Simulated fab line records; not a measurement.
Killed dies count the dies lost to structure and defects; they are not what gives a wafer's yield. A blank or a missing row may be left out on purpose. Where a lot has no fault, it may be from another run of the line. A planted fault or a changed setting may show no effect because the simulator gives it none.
Which tool was responsible? || flow n5Finfet || 9 lots, 27 wafers sampled, at 3 steps of a route of 1938

WHAT EACH GAUGE READ, for each wafer
N5_ILD0_THK_MEAS_04.
{"lot": "L889", "measured": "day 3 21:33", "on": "filmMetro-01", "thkNm (nm)": "198.1 197.4 197.3"}
{"lot": "L890", "measured": "day 4 03:25", "on": "filmMetro-02", "thkNm (nm)": "196.9 198.1 198.3"}
{"lot": "L896", "measured": "day 5 14:41", "on": "filmMetro-02", "thkNm (nm)": "196.5 197.9 198.3"}
{"lot": "L899", "measured": "day 6 07:34", "on": "filmMetro-02", "thkNm (nm)": "200.7 196.6 197.0"}
{"lot": "L900", "measured": "day 6 13:51", "on": "filmMetro-01", "thkNm (nm)": "199.5 198.6 201.5"}
{"lot": "L907", "measured": "day 8 07:35", "on": "filmMetro-02", "thkNm (nm)": "197.6 199.0 198.4"}
{"lot": "L908", "measured": "day 8 19:08", "on": "filmMetro-01", "thkNm (nm)": "197.2 198.8 197.5"}
{"lot": "L909", "measured": "day 9 01:23", "on": "filmMetro-01", "thkNm (nm)": "196.5 196.6 197.3"}
{"lot": "L910", "measured": "day 9 13:17", "on": "filmMetro-01", "thkNm (nm)": "196.9 196.0 197.0"}

WHICH TOOL RAN EACH LOT (tool, then ch and the chambers of the sampled wafers, then the start)
{"lot": "L889", "N5_SD_EPI_P_DESCUM_14": "rieDiel-02 ch 0,1,3, day 3 14:10", "N5_ILD0_CMP_03": "cmp-02 ch 1,3, day 3 21:17"}
{"lot": "L890", "N5_SD_EPI_P_DESCUM_14": "rieDiel-03 ch 0,1,3, day 3 19:04", "N5_ILD0_CMP_03": "cmp-02 ch 0,1,2, day 4 03:07"}
{"lot": "L896", "N5_SD_EPI_P_DESCUM_14": "rieDiel-03 ch 0,2,3, day 5 07:31", "N5_ILD0_CMP_03": "cmp-01 ch 1,3, day 5 14:24"}
{"lot": "L899", "N5_SD_EPI_P_DESCUM_14": "rieDiel-02 ch 0,1,2, day 5 23:11", "N5_ILD0_CMP_03": "cmp-02 ch 0,1,3, day 6 07:19"}
{"lot": "L900", "N5_SD_EPI_P_DESCUM_14": "rieDiel-02 ch 1,2,3, day 6 05:50", "N5_ILD0_CMP_03": "cmp-02 ch 0,1,3, day 6 13:33"}
{"lot": "L907", "N5_SD_EPI_P_DESCUM_14": "rieDiel-06 ch 0,3, day 8 00:24", "N5_ILD0_CMP_03": "cmp-04 ch 2,3, day 8 07:17"}
{"lot": "L908", "N5_SD_EPI_P_DESCUM_14": "rieDiel-02 ch 0,2,3, day 8 11:50", "N5_ILD0_CMP_03": "cmp-01 ch 1,2,3, day 8 18:51"}
{"lot": "L909", "N5_SD_EPI_P_DESCUM_14": "rieDiel-02 ch 0,2,3, day 8 17:56", "N5_ILD0_CMP_03": "cmp-04 ch 1,2,3, day 9 01:10"}
{"lot": "L910", "N5_SD_EPI_P_DESCUM_14": "rieDiel-02 ch 1,3, day 8 21:31", "N5_ILD0_CMP_03": "cmp-02 ch 0,1,3, day 9 13:04"}
- N5_SD_EPI_P_DESCUM_14: chemistry O2, time 7.9 s.
- N5_ILD0_CMP_03: polishes, stops on SiNx, t overpolish 1.9 s, target thk 197.38 nm.

THE ANSWER, worked out from the rows above alone
Rule: what is usual is taken from the lots themselves. The widest of any qualifying gaps counts: lots, ordered by their means at a reading, are off when they make up no more than a third of the lots, leave a main group of 4 or more, and stand apart from it by 3 or more times the standard deviation of that group's means. Not used: any main group whose means are identical at the precision the tables above print for the reading. A lot without any number at a reading at which 4 lots or more have one is off too. The other lots that the step has rows for count as sound.
Nothing can be told from this: no lot is off at any reading shown.

WHAT THE SIMULATOR HAD PUT IN
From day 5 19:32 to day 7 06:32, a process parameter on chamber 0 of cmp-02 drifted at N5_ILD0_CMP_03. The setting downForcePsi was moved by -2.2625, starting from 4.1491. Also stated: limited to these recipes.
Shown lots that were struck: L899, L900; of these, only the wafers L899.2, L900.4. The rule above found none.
